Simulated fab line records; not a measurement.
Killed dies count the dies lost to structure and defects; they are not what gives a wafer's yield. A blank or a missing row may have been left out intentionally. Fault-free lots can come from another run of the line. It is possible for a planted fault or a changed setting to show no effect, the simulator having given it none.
Which tool did it? | flow n5-finfet | Sampling: 8 lots, 24 wafers, 5 of 1938 route steps

== WHAT THE GAUGES READ, wafer by wafer ==
N5_BEOL_M4_RC_MEAS_101. Usual: DIBL_N 36.0 mV/V, standard deviation 2; DIBL_P 36.2 mV/V, standard deviation 2.2; IOFF_N 0.16 nA/um, standard deviation 0.034; IOFF_P 0.21 nA/um, standard deviation 0.04; ION_N 675 uA/um, standard deviation 12; ION_P 463 uA/um, standard deviation 7.2; REXT_N 75.4 ohm.um, standard deviation 1.5; REXT_P 100.5 ohm.um, standard deviation 1.6; SS_N 71.6 mV/dec, standard deviation 0.6; SS_P 73.3 mV/dec, standard deviation 0.67; VT_N 250 mV, standard deviation 3; VT_P -251 mV, standard deviation 3.4.
lot  | measured     | on        | DIBL_N (mV/V)  | DIBL_P (mV/V)  | IOFF_N (nA/um) | IOFF_P (nA/um) | ION_N (uA/um) | ION_P (uA/um) | REXT_N (ohm.um) | REXT_P (ohm.um)   | SS_N (mV/dec)  | SS_P (mV/dec)  | VT_N (mV)   | VT_P (mV)      | flag
L399 | day 9 01:07  | prober-02 | 36.7 34.7 35.8 | 38.3 36.3 37.5 | 0.18 0.15 0.16 | 0.23 0.20 0.21 | 680 669 669   | 465 461 460   | 75.7 76.5 76.8  | 101.4 103.2 102.6 | 71.9 71.4 71.4 | 72.7 72.7 72.5 | 249 251 248 | -249 -252 -252 |
L400 | day 9 06:21  | prober-02 | 35.2 36.7 34.6 | 35.2 36.1 35.2 | 0.14 0.16 0.13 | 0.18 0.18 0.17 | 681 673 665   | 460 455 461   | 72.7 72.9 73.4  | 98.5 100.4 97.8   | 71.1 71.7 70.6 | 73.5 72.3 72.1 | 251 251 250 | -251 -254 -252 |
L405 | day 10 11:44 | prober-01 | 34.5 34.3 34.4 | 35.0 34.6 34.0 | 0.14 0.13 0.13 | 0.21 0.20 0.18 | 673 668 670   | 467 465 460   | 77.8 79.4 78.6  | 97.8 98.4 98.5    | 70.8 70.4 71.1 | 72.9 72.5 72.6 | 249 252 252 | -248 -251 -251 |
L408 | day 11 05:12 | prober-01 | 35.2 35.3 32.8 | 38.8 38.8 35.5 | 0.15 0.15 0.12 | 0.25 0.26 0.21 | 660 672 656   | 462 474 464   | 83.0 82.3 82.3  | 106.0 104.5 106.5 | 71.5 71.9 71.0 | 74.3 73.5 73.1 | 248 249 253 | -248 -248 -250 | OFF
L409 | day 11 09:48 | prober-01 | 34.9 32.8 36.9 | 37.4 35.5 40.7 | 0.14 0.13 0.19 | 0.22 0.20 0.29 | 657 657 666   | 460 464 474   | 79.6 80.6 80.2  | 103.5 104.0 104.1 | 70.5 71.3 72.2 | 73.7 73.0 74.5 | 254 253 247 | -250 -249 -243 | OFF
L414 | day 14 00:33 | prober-01 | 33.4 39.1 38.7 | 32.6 40.0 39.9 | 0.12 0.22 0.21 | 0.18 0.32 0.30 | 668 695 685   | 465 480 468   | 75.1 76.8 75.4  | 98.9 98.3 97.7    | 70.8 72.0 72.5 | 72.4 74.7 74.8 | 254 245 247 | -252 -243 -247 |
L415 | day 12 11:17 | prober-02 | 35.3 39.6 34.0 | 36.7 39.8 33.5 | 0.16 0.24 0.14 | 0.24 0.31 0.20 | 681 696 660   | 470 475 460   | 76.9 74.4 75.4  | 99.6 98.3 99.3    | 71.8 73.1 71.3 | 73.5 74.0 72.9 | 248 248 251 | -247 -246 -250 |
L416 | day 13 21:14 | prober-02 | 38.0 38.9 38.2 | 38.2 39.1 38.4 | 0.18 0.20 0.18 | 0.23 0.27 0.23 | 675 683 682   | 462 470 469   | 75.3 76.1 77.1  | 102.4 101.7 104.8 | 71.4 72.0 72.5 | 74.1 74.2 74.7 | 250 248 248 | -248 -247 -247 |

== EACH LOT AND THE TOOL THAT RAN IT (in order: tool; ch and the chambers of the sampled wafers; start) ==
lot  | N5_SD_EPI_P_ETCH_36               | N5_SD_EPI_P_ETCHBACK_46           | N5_SD_ACTIVATION_RTA_00         | N5_ILD0_CMP_07
L399 | rie-diel-05 ch 0,3, day 4 03:27   | rie-diel-05 ch 0,3, day 4 03:50   | rtp-anneal-02 ch 0, day 4 07:10 | cmp-02 ch 1,2, day 4 10:49
L400 | rie-diel-03 ch 2,3, day 4 05:34   | rie-diel-03 ch 2,3, day 4 05:56   | rtp-anneal-02 ch 0, day 4 09:24 | cmp-03 ch 0,1,2, day 4 13:02
L405 | rie-diel-03 ch 1,2, day 5 12:41   | rie-diel-03 ch 1,2, day 5 13:04   | rtp-anneal-02 ch 0, day 5 16:37 | cmp-02 ch 0,3, day 5 20:11
L408 | rie-diel-03 ch 0,1,3, day 6 06:56 | rie-diel-03 ch 0,1,3, day 6 07:19 | rtp-anneal-02 ch 0, day 6 10:44 | cmp-03 ch 0,1,3, day 6 14:12
L409 | rie-diel-03 ch 1,3, day 6 12:26   | rie-diel-03 ch 1,3, day 6 12:49   | rtp-anneal-02 ch 0, day 6 16:10 | cmp-01 ch 2,3, day 6 19:40
L414 | rie-diel-06 ch 1,2, day 7 19:20   | rie-diel-06 ch 1,2, day 7 19:44   | rtp-anneal-01 ch 0, day 8 03:50 | cmp-02 ch 0,3, day 8 08:18
L415 | rie-diel-03 ch 0,2, day 7 23:13   | rie-diel-03 ch 0,2, day 7 23:35   | rtp-anneal-01 ch 0, day 8 03:19 | cmp-03 ch 0,2, day 8 06:46
L416 | rie-diel-06 ch 0,1,3, day 8 06:07 | rie-diel-06 ch 0,1,3, day 8 06:29 | rtp-anneal-01 ch 0, day 8 10:44 | cmp-01 ch 0,1,2, day 8 14:08
- N5_SD_EPI_P_ETCH_36: etches SiARC in CF4, target depth 45.5 nm, time 75.8 s.
- N5_SD_EPI_P_ETCHBACK_46: etches SiNx in CH3F/O2, stops on SiO2, target depth 17.5 nm.
- N5_SD_ACTIVATION_RTA_00: time 0 s.
- N5_ILD0_CMP_07: polishes SiO2 flowable, stops on poly-Si, t overpolish 1.18 s, target thk 138.88 nm.

== AS READ BY THE TOOLS THEMSELVES (means over the sampled wafers that have a number; for cases with no such wafer, the mark the record gives instead) ==
N5_SD_EPI_P_ETCH_36. Usual: drypump-motor-current-A 5.80 A, standard deviation 0.29; etch-rf-on-time-s 75.5 s, standard deviation 2.1; oes-product-au 0.70 a.u., standard deviation 0.085; rf-vpp-V 184.5 V, standard deviation 1.1; showerhead-plenum-p-Torr 2.18 Torr, standard deviation 0.07; throttle-valve-pct 15.51 %, standard deviation 0.24.
lot  | tool        | drypump-motor-current-A (A) | etch-rf-on-time-s (s) | oes-product-au (a.u.) | rf-vpp-V (V) | showerhead-plenum-p-Torr (Torr) | throttle-valve-pct (%) | flag
L399 | rie-diel-05 | 5.62                        | 76.7                  | 0.58                  | 184.4        | 2.20                            | 15.67                  |
L400 | rie-diel-03 | 5.63                        | 74.2                  | 0.78                  | 184.9        | 2.22                            | 15.37                  |
L405 | rie-diel-03 | 6.13                        | 78.4                  | 0.67                  | 185.6        | 2.24                            | 15.25                  |
L408 | rie-diel-03 | 5.82                        | 76.4                  | 0.70                  | 184.4        | 2.17                            | 15.44                  |
L409 | rie-diel-03 | 5.75                        | 76.8                  | 0.67                  | 185.1        | 2.13                            | 15.53                  |
L414 | rie-diel-06 | 5.70                        | 74.5                  | 0.65                  | 184.4        | 2.17                            | 15.72                  |
L415 | rie-diel-03 | 5.62                        | 73.5                  | 0.78                  | 185.2        | 2.22                            | 15.38                  |
L416 | rie-diel-06 | 5.77                        | 74.4                  | 0.67                  | 184.4        | 2.14                            | 15.53                  |

N5_SD_EPI_P_ETCHBACK_46. Usual: drypump-motor-current-A 5.80 A, standard deviation 0.28; oes-product-au 0.69 a.u., standard deviation 0.077; rf-vpp-V 298 V, standard deviation 4; showerhead-plenum-p-Torr 2.04 Torr, standard deviation 0.067; throttle-valve-pct 16.23 %, standard deviation 0.24.
lot  | tool        | drypump-motor-current-A (A) | oes-product-au (a.u.) | rf-vpp-V (V) | showerhead-plenum-p-Torr (Torr) | throttle-valve-pct (%) | flag
L399 | rie-diel-05 | 5.63                        | 0.59                  | 303          | 2.05                            | 16.35                  |
L400 | rie-diel-03 | 5.63                        | 0.76                  | 300          | 2.07                            | 16.11                  |
L405 | rie-diel-03 | 6.12                        | 0.68                  | 298          | 2.11                            | 16.00                  |
L408 | rie-diel-03 | 5.81                        | 0.71                  | 300          | 2.02                            | 16.18                  |
L409 | rie-diel-03 | 5.75                        | 0.68                  | 298          | 1.99                            | 16.28                  |
L414 | rie-diel-06 | 5.69                        | 0.64                  | 302          | 2.02                            | 16.43                  |
L415 | rie-diel-03 | 5.64                        | 0.77                  | 301          | 2.07                            | 16.07                  |
L416 | rie-diel-06 | 5.78                        | 0.67                  | 294          | 2.01                            | 16.30                  |

N5_SD_ACTIVATION_RTA_00. Usual: lamp-power-pct 8.96 %, standard deviation 0.047; lamp_zone_1_pct 8.948 %, standard deviation 0.028; lamp_zone_2_pct 8.949 %, standard deviation 0.027; lamp_zone_3_pct 8.951 %, standard deviation 0.026; lamp_zone_4_pct 8.951 %, standard deviation 0.026; lamp_zone_5_pct 8.955 %, standard deviation 0.027; lamp_zone_6_pct 8.879 %, standard deviation 0.027; lamp_zone_7_pct 9.349 %, standard deviation 0.027; wafer_temp_C_max 975.0, standard deviation 2.3.
lot  | tool          | lamp-power-pct (%) | lamp_zone_1_pct (%) | lamp_zone_2_pct (%) | lamp_zone_3_pct (%) | lamp_zone_4_pct (%) | lamp_zone_5_pct (%) | lamp_zone_6_pct (%) | lamp_zone_7_pct (%) | wafer_temp_C_max | flag
L399 | rtp-anneal-02 | 8.97               | 8.967               | 8.962               | 8.957               | 8.959               | 8.936               | 8.906               | 9.338               | 975.4            |
L400 | rtp-anneal-02 | 8.98               | 8.958               | 8.965               | 8.958               | 8.954               | 8.951               | 8.851               | 9.341               | 975.4            |
L405 | rtp-anneal-02 | 8.92               | 8.925               | 8.956               | 8.969               | 8.941               | 8.967               | 8.866               | 9.322               | 976.5            |
L408 | rtp-anneal-02 | 8.79               | 8.766               | 8.745               | 8.751               | 8.734               | 8.737               | 8.667               | 9.121               | 972.9            | OFF
L409 | rtp-anneal-02 | 8.76               | 8.754               | 8.741               | 8.759               | 8.765               | 8.715               | 8.674               | 9.155               | 975.0            | OFF
L414 | rtp-anneal-01 | 8.96               | 8.919               | 8.941               | 8.972               | 8.935               | 8.950               | 8.887               | 9.360               | 975.2            |
L415 | rtp-anneal-01 | 9.00               | 8.937               | 8.939               | 8.955               | 8.946               | 8.944               | 8.902               | 9.342               | 973.4            |
L416 | rtp-anneal-01 | 8.96               | 8.961               | 8.940               | 8.951               | 8.943               | 8.966               | 8.872               | 9.372               | 974.9            |

N5_ILD0_CMP_07. Usual: 12.7 A for motor-current-A, sd 1.3.
lot  | tool   | motor-current-A (A) | flag
L399 | cmp-02 | 12.5                |
L400 | cmp-03 | 12.6                |
L405 | cmp-02 | 13.3                |
L408 | cmp-03 | 13.0                |
L409 | cmp-01 | 11.7                |
L414 | cmp-02 | 13.4                |
L415 | cmp-03 | 11.4                |
L416 | cmp-01 | 12.7                |

== THE ANSWER, worked out from the rows above alone ==
Rule: a lot is off if the mean of its wafers that have a number lies more than 3 standard deviations from the usual mean. A lot without any number at a reading at which 4 lots or more have one is off too. Where the step has rows for the other lots, those lots are counted as sound. Order of review: gauges by route order, followed by the tools' own readings, for which a lot's mean as printed above is used. At the first step where some lot is off, the reading lying furthest off is the one used; lots without a number count as furthest.
Off: L408, L409, at N5_BEOL_M4_RC_MEAS_101 (REXT_N).
If a tool, at a process step before that reading, ran all the lots that are off and no sound lot after the first of them, it fits. The gauges at N5_BEOL_M4_RC_MEAS_101 aren't tried: what is off there is off at N5_SD_ACTIVATION_RTA_00 too, on other tools, and a gauge's error can't cause that. One candidate fits, namely rtp-anneal-02 at N5_SD_ACTIVATION_RTA_00. Its last sound lot is L405 (day 5 16:37), its first lot that is off L408 (day 6 10:44): a fault that began between those two fits.
The tool's own readings at N5_SD_ACTIVATION_RTA_00 bear it out: on the lots that are off they differ by more than 5 times the standard deviation of the sound lots' means. lamp-power-pct reads 8.77 % there against 8.96 % on the sound lots; lamp_zone_1_pct reads 8.760 % there against 8.944 % on the sound lots; lamp_zone_2_pct reads 8.743 % there against 8.950 % on the sound lots; lamp_zone_3_pct reads 8.755 % there against 8.960 % on the sound lots; lamp_zone_4_pct reads 8.750 % there against 8.946 % on the sound lots; lamp_zone_5_pct reads 8.726 % there against 8.952 % on the sound lots; lamp_zone_6_pct reads 8.671 % there against 8.881 % on the sound lots; lamp_zone_7_pct reads 9.138 % there against 9.346 % on the sound lots.

== WHAT HAD BEEN PUT IN BY THE SIMULATOR ==
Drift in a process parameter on rtp-anneal-02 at N5_SD_ACTIVATION_RTA_00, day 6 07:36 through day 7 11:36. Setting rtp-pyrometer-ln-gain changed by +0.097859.
Shown lots that were struck: L408, L409. The rule given above showed the same thing.
